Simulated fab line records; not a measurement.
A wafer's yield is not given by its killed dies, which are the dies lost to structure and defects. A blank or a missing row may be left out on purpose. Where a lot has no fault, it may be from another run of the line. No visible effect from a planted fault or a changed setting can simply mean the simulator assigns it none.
Struck lot and sound lot, side by side -- flow n5 finfet -- 15 steps out of a route of 1938
Sound: wafers L593.3, L593.5, L593.6. Wafers L598.1, L598.5, L598.6 were the ones struck. Last of all comes the cause.
Per side, at each step with rows, come the tool, then ch with its chambers, and then its first start. Under that, the readings that differ: sound wafers -- struck wafers -- difference of the means -- sigmas: that difference in standard deviations of wafers without a fault.
alike: same words and numbers on both sides, and readings whose means sit less than 2 such deviations apart. not compared: any withheld reading, any reading some wafer has no value for, any bound like >300 that may hide the same value, and any number with overlapping values for which the record gives no deviation.
A row with sigmas, a row that says differs or no value, or rows on one side alone: a step with any of these is where the two part. Non-overlapping numbers with no deviation appear without sigmas and do not part them. A reading missing from all wafers of one side parts the sides only when that side holds two or more wafers.

N5_BEOL_M8_INSPECT_30: inspects for defects (brightfield).
  sound on defect inspect-02 at day 12 20:42; struck on defect inspect-02 at day 13 19:30
  alike: raw defect count
then, 1 step without rows for these wafers: N5_BEOL_M8_DESCUM_33 (chemistry O2, time 7 s).
N5_BEOL_M8_ETCH_72: etches underlayer in N2/H2, target depth 6.5 nm, time 5.2 s.
  sound on rie diel-03 ch 1,2, day 12 20:46; struck on rie diel-03 ch 0,3, day 13 19:35
reading,sound,struck,difference,sigmas
oes product au (a.u.),0.59 0.58 0.59,0.74 0.78 0.75,+0.17,+2
  alike: drypump motor current A, etch rf on time s, h2 flow sccm, rf vpp V, showerhead plenum p Torr, throttle valve pct
  not compared: rf hours counter h
then, 4 steps without rows for these wafers: N5_BEOL_M8_ETCH_65 (etches SiARC in CF4, target depth 15.6 nm, time 26 s); N5_BEOL_M8_ETCH_66 (etches SOC in N2/H2, target depth 80 nm, overetch 16 nm, time 120 s); N5_BEOL_M8_STRIP_69 (strips in N2/H2); N5_BEOL_M8_STRIP_73 (strips in N2/H2).
N5_BEOL_M8_VIA_ETCH_34: etches SiCOH lowk in C4F6/O2, target depth 125.5 nm, time 50.5 s.
  sound on rie diel-03 ch 1,2, day 12 20:55; struck on rie diel-03 ch 0,3, day 13 19:48
  alike: drypump motor current A, oes product au, rf vpp V, showerhead plenum p Torr, throttle valve pct
  not compared: rf hours counter h
then, 1 step without rows for these wafers: N5_BEOL_M8_STRIP_76 (strips in C4F6/O2).
N5_BEOL_M8_STRIP_36: strips in N2/H2.
  sound on rie diel-03 ch 1,2, day 12 20:58; struck on rie diel-03 ch 0,3, day 13 19:53
  alike: bias power w, chamber pressure mTorr, drypump motor current A, h2 flow sccm, oes product au, rf vpp V, showerhead plenum p Torr, throttle valve pct
  not compared: rf hours counter h
N5_BEOL_M8_TRENCH_ETCH_37: etches SiCOH lowk in C4F6/O2, target depth 93.478 nm, time 31.2 s.
  sound: rie diel-03 ch 1,2; struck: rie diel-03 ch 0,3
reading,sound,struck,difference,sigmas
oes product au (a.u.),0.70 0.69 0.69,0.88 0.92 0.88,+0.20,+2
  alike: drypump motor current A, rf vpp V, showerhead plenum p Torr, throttle valve pct
  not compared: rf hours counter h
N5_BEOL_M8_ETCH_41: etches SiCN in CH3F/O2, target depth 31.9 nm, time 57.8 s.
  sound: rie diel-03 ch 1,2; struck: rie diel-03 ch 0,3
  alike: drypump motor current A, oes product au, rf vpp V, showerhead plenum p Torr, throttle valve pct
  not compared: rf hours counter h
N5_BEOL_M8_STRIP_80: strips in N2/H2, time 10 s.
  sound on rie diel-03 ch 1,2, day 12 21:05; struck on rie diel-03 ch 0,3, day 13 20:04
  no value came back on the struck wafers for any of 8 readings (bias power w (W), chamber pressure mTorr (mTorr) and others); on the sound wafers bias power w (W) reads 6.974 6.976 6.950
  not compared: rf hours counter h
N5_BEOL_M8_OCD_MEAS_38:
  sound on ocd-01 at day 12 21:10; struck on ocd-02 at day 13 20:10
  alike: trench depth nm
-- the record jumps here: 3 days lie between the struck wafers' starts before and after (it left off in module BEOL_M8 and takes up again in module PASSIVATION, whose first step shown is number 1936 of the route) --
N5_PASSIVATION_PROBE_49:
  only the struck wafers here have rows in the record (prober-02, day 16 10:02); the sound ones have none

== WHERE THEY PART ==
At N5_BEOL_M8_ETCH_72 first; at N5_PASSIVATION_PROBE_49 last (within this record only).

WHY: whatever the simulator had introduced
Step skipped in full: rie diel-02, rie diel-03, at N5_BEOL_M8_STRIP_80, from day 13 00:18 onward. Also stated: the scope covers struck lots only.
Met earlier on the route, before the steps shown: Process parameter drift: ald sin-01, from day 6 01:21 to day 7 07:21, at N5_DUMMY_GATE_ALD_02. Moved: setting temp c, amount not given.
